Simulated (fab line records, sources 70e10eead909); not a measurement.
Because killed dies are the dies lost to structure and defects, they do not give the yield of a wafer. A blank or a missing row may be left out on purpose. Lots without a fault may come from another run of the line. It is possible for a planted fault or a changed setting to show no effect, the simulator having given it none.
A struck lot beside a sound one ; flow nandHarc ; 15 steps out of a route of 1159
Sound: wafers L595.1, L595.2, L595.5. Struck: wafer L605.6 (left out: L605.4, L605.5 of the same lot, which were not struck); the cause appears at the end.
At each step with rows: each side's tool, then ch and its chambers, then its first start. Under that, the readings that differ: sound wafers ; struck wafers ; difference of the means ; sigmas: that difference in standard deviations of wafers without a fault.
alike: same words and numbers on both sides, and readings whose means sit less than 2 such deviations apart. not compared: any withheld reading, any reading some wafer has no value for, any bound like >300 that may hide the same value, and any number with overlapping values for which the record gives no deviation.
A row with sigmas, a row that says differs or no value, or rows on one side alone: a step with any of these is where the two part. Non-overlapping numbers with no deviation appear without sigmas and do not part them. Lack of a reading on every wafer of one side parts them only where that side has two or more wafers.

first, 4 steps without rows for these wafers: NHARC_P_BONDPAD_EBR_05; NHARC_P_BONDPAD_EXPOSE_06 (exposes mask P BPAD); NHARC_P_BONDPAD_PEB_07 (peb time 80 s); NHARC_P_BONDPAD_DEVELOP_08 (time 50 s).
NHARC_P_BONDPAD_CD_MEAS_09: target cd 500 nm.
  sound on cdSem-01 ch 0, day 7 06:03; struck on cdSem-03 ch 0, day 10 15:33
  alike: cdNm
NHARC_P_BONDPAD_OVL_MEAS_38:
  sound: overlay-01 at day 7 06:08; struck: overlay-01 at day 10 15:38
reading;sound;struck;difference;sigmas
overlayXNm (nm);10 11 10;-8;-18;-3
  alike: overlayYNm
then, 1 step without rows for these wafers: NHARC_P_BONDPAD_HARDBAKE_10 (time 65 s).
NHARC_P_BONDPAD_DESCUM_11: chemistry O2, time 3 s.
  sound on rieDiel-11 ch 1,3, day 7 06:16; struck on rieDiel-04 ch 3, day 10 15:47
  alike: chamberPressureMTorr, drypumpMotorCurrentA, oesProductAu, rfVppV, showerheadPlenumPTorr, throttleValvePct
  not compared: rfHoursCounterH
NHARC_P_BONDPAD_ETCH_37: etches the open film in N2/H2, target depth 60 nm, overetch 18 nm, time 65.91 s.
  sound on rieDiel-11 ch 0,2, day 7 06:20; struck on rieDiel-04 ch 0, day 10 15:51
  alike: chamberPressureMTorr, drypumpMotorCurrentA, oesProductAu, rfVppV, runLengthS, showerheadPlenumPTorr, throttleValvePct
  not compared: rfHoursCounterH
NHARC_P_BONDPAD_ETCH_12: etches the open film in CHF3/O2, target depth 200 nm, time 100 s.
  sound on rieDiel-11 ch 2,3; struck on rieDiel-04 ch 3
  alike: chamberPressureMTorr, drypumpMotorCurrentA, oesProductAu, rfVppV, runLengthS, showerheadPlenumPTorr, throttleValvePct
  not compared: rfHoursCounterH
NHARC_P_BONDPAD_CD_MEAS_13:
  sound: cdSem-02 at day 7 06:47; struck: cdSem-03 at day 10 16:04
  alike: cdNm
NHARC_P_BONDPAD_STRIP_15: strips in O2.
  sound on rieDiel-04 ch 0,1, day 7 06:52; struck on rieDiel-04 ch 3, day 10 16:11
  alike: chamberPressureMTorr, drypumpMotorCurrentA, oesProductAu, rfVppV, showerheadPlenumPTorr, throttleValvePct
  not compared: rfHoursCounterH
NHARC_P_BONDPAD_ETCH_24: etches the open film in CF4/N2, target depth 30 nm, time 72.99 s.
  sound on rieDiel-04 ch 1,2,3, day 7 07:01; struck on rieDiel-04 ch 2, day 10 16:19
reading;sound;struck;difference;sigmas
runLengthS (s);94.3 94.0 94.0;97.5;+3.4;+7
throttleValvePct (%);19.804 19.816 19.793;19.783;-0.021;-2
  alike: chamberPressureMTorr, drypumpMotorCurrentA, oesProductAu, rfVppV, showerheadPlenumPTorr
  not compared: rfHoursCounterH
then, 2 steps without rows for these wafers: NHARC_P_BONDPAD_STRIP_16 (strips in post etch residue remover, time 600 s); NHARC_END_SORT_01.

WHERE THEY PART
Last at NHARC_P_BONDPAD_ETCH_24 as far as this record goes, first at NHARC_P_BONDPAD_OVL_MEAS_38.

WHY: whatever the simulator had introduced
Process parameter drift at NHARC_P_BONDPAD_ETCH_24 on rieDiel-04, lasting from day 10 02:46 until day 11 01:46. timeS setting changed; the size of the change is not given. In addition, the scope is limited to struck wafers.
